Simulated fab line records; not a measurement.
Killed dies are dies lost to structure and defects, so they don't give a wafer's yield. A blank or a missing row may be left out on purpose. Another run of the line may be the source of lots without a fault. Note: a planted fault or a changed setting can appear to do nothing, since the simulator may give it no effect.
Chamber matching	flow n5 finfet	4 sister chambers for N5_BEOL_M0_STRIP_142 on rie diel-01
The step strips in N2/H2, time 10 s. 4 wafers are shown with their chamber, then 10 later ones without.

## WAFERS WITH THEIR CHAMBER
wafer	chamber	drypump motor current A (A)
L091.6	0	6.0
L093.6	1	5.7
L094.2	2	5.2
L094.3	3	5.7

## WAFERS WITHOUT THEIR CHAMBER
wafer	drypump motor current A (A)
L094.5	6.0
L095.1	6.0
L095.4	5.7
L095.6	5.7
L096.1	5.7
L096.4	5.2
L096.6	5.7
L097.2	6.0
L097.5	5.8
L097.6	5.2

## WHICH CHAMBER EACH ONE RAN IN
wafer	from the rows above	in truth
L094.5	0	0
L095.1	0	0
L095.4	can't be placed: 1 or 3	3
L095.6	can't be placed: 1 or 3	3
L096.1	can't be placed: 1 or 3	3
L096.4	2	2
L096.6	can't be placed: 1 or 3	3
L097.2	0	0
L097.5	can't be placed: 1 or 3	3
L097.6	2	2
Placed correctly: 5 of 10. From these rows, 5 cannot be placed; in 5 the true chamber is one of the candidates. Wrongly placed: 0.
How it was worked out, from the rows above alone: a wafer's distance from a chamber is the root of the sum, over the readings, of the square of ((its reading less the chamber's mean) divided by the reading's scatter). The wafer belongs to the nearest chamber; if the next one is less than 2 further off, it can't be placed. Each chamber's mean is taken over the wafers shown for it. The scatter: root of mean squared gap, hidden wafer to nearest shown wafer, with one shown wafer a chamber.
